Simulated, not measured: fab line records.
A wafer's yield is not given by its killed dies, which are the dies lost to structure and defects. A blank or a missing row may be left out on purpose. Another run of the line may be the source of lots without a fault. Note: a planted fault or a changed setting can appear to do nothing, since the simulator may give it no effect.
Matching of chambers :: flow n5_finfet :: N5_BEOL_M6_VIA_ETCH_34 on rie_diel-06 has 4 sister chambers
The step etches SiCOH lowk in C4F6/O2, target depth 126.3 nm, time 50.9 s. 8 wafers are shown with their chamber, then 9 later ones without.

WAFERS, EACH WITH ITS CHAMBER
wafer: L082.1
chamber: 3
drypump_motor_current_A (A): 6.0
rf_vpp_V (V): 662

wafer: L084.5
chamber: 2
drypump_motor_current_A (A): 4.9
rf_vpp_V (V): 690

wafer: L084.6
chamber: 1
drypump_motor_current_A (A): 5.7
rf_vpp_V (V): 674

wafer: L085.2
chamber: 3
drypump_motor_current_A (A): 6.0
rf_vpp_V (V): 661

wafer: L085.3
chamber: 2
drypump_motor_current_A (A): 4.9
rf_vpp_V (V): 689

wafer: L091.1
chamber: 1
drypump_motor_current_A (A): 5.8
rf_vpp_V (V): 673

wafer: L091.4
chamber: 0
drypump_motor_current_A (A): 5.8
rf_vpp_V (V): 658

wafer: L091.5
chamber: 0
drypump_motor_current_A (A): 5.8
rf_vpp_V (V): 660

WAFERS MISSING THEIR CHAMBER
wafer: L092.2
drypump_motor_current_A (A): 5.7
rf_vpp_V (V): 658

wafer: L092.4
drypump_motor_current_A (A): 6.0
rf_vpp_V (V): 663

wafer: L092.6
drypump_motor_current_A (A): 4.9
rf_vpp_V (V): 689

wafer: L094.1
drypump_motor_current_A (A): 6.0
rf_vpp_V (V): 661

wafer: L094.2
drypump_motor_current_A (A): 5.7
rf_vpp_V (V): 674

wafer: L094.4
drypump_motor_current_A (A): 5.8
rf_vpp_V (V): 658

wafer: L095.4
drypump_motor_current_A (A): 4.9
rf_vpp_V (V): 688

wafer: L095.5
drypump_motor_current_A (A): 6.0
rf_vpp_V (V): 662

wafer: L095.6
drypump_motor_current_A (A): 5.7
rf_vpp_V (V): 658

CHAMBER TAKEN BY EACH
wafer: L092.2
from the rows above: 0
in truth: 0

wafer: L092.4
from the rows above: 3
in truth: 3

wafer: L092.6
from the rows above: 2
in truth: 2

wafer: L094.1
from the rows above: 3
in truth: 3

wafer: L094.2
from the rows above: 1
in truth: 1

wafer: L094.4
from the rows above: 0
in truth: 0

wafer: L095.4
from the rows above: 2
in truth: 2

wafer: L095.5
from the rows above: 3
in truth: 3

wafer: L095.6
from the rows above: 0
in truth: 0
Correctly placed: 9 of 9. Left unplaced by these rows: 0. Placed wrongly: 0.
How it was worked out, from the rows above alone: a wafer's distance from a chamber is the root of the sum, over the readings, of the square of ((its reading less the chamber's mean) divided by the reading's scatter). The wafer belongs to the nearest chamber; if the next one is less than 2 further off, it can't be placed. The mean given for a chamber averages the wafers shown for that chamber. How the scatter is found: for the shown wafers, subtract from each reading the mean of its chamber, square and add these, divide the total by (wafers less chambers), then take the root.
